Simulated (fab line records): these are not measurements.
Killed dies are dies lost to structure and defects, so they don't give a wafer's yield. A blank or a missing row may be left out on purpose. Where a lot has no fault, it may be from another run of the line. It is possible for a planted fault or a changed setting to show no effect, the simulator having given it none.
Chamber matching -- flow nand_harc -- NHARC_P_M0_DEP_32 on pecvd-04 has 3 sister chambers
The step deposits SiCN, target thk 30 nm. 6 wafers are shown with their chamber, then 7 later ones without.

WAFERS PAIRED WITH THEIR CHAMBERS
wafer,chamber,heater_power_w (W)
L913.4,2,562
L915.2,2,641
L921.2,1,517
L921.5,0,598
L925.1,0,664
L925.2,1,520

WAFERS WITHOUT THEIR CHAMBER
wafer,heater_power_w (W)
L925.3,596
L927.3,691
L927.4,683
L927.6,649
L929.1,688
L929.2,562
L929.6,647

WHICH CHAMBER EACH ONE RAN IN
wafer,from the rows above,in truth
L925.3,can't be placed: 2 or 0 or 1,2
L927.3,can't be placed: 0 or 2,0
L927.4,can't be placed: 0 or 2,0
L927.6,can't be placed: 0 or 2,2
L929.1,can't be placed: 0 or 2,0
L929.2,can't be placed: 2 or 1 or 0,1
L929.6,can't be placed: 0 or 2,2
0 of 7 placed correctly. Unplaceable from these rows: 7, with the true chamber sitting among the candidates in 7. Wrongly placed: 0.
How it was worked out, from the rows above alone: a wafer's distance from a chamber is the root of the sum, over the readings, of the square of ((its reading less the chamber's mean) divided by the reading's scatter). If the next closest chamber is less than 2 further off than the closest, the wafer can't be placed; otherwise it belongs to the closest. A chamber's mean is the mean of its shown wafers. The scatter: take each reading less its chamber's mean, square it, sum over the shown wafers, divide by the number of wafers less the number of chambers, and take the root.
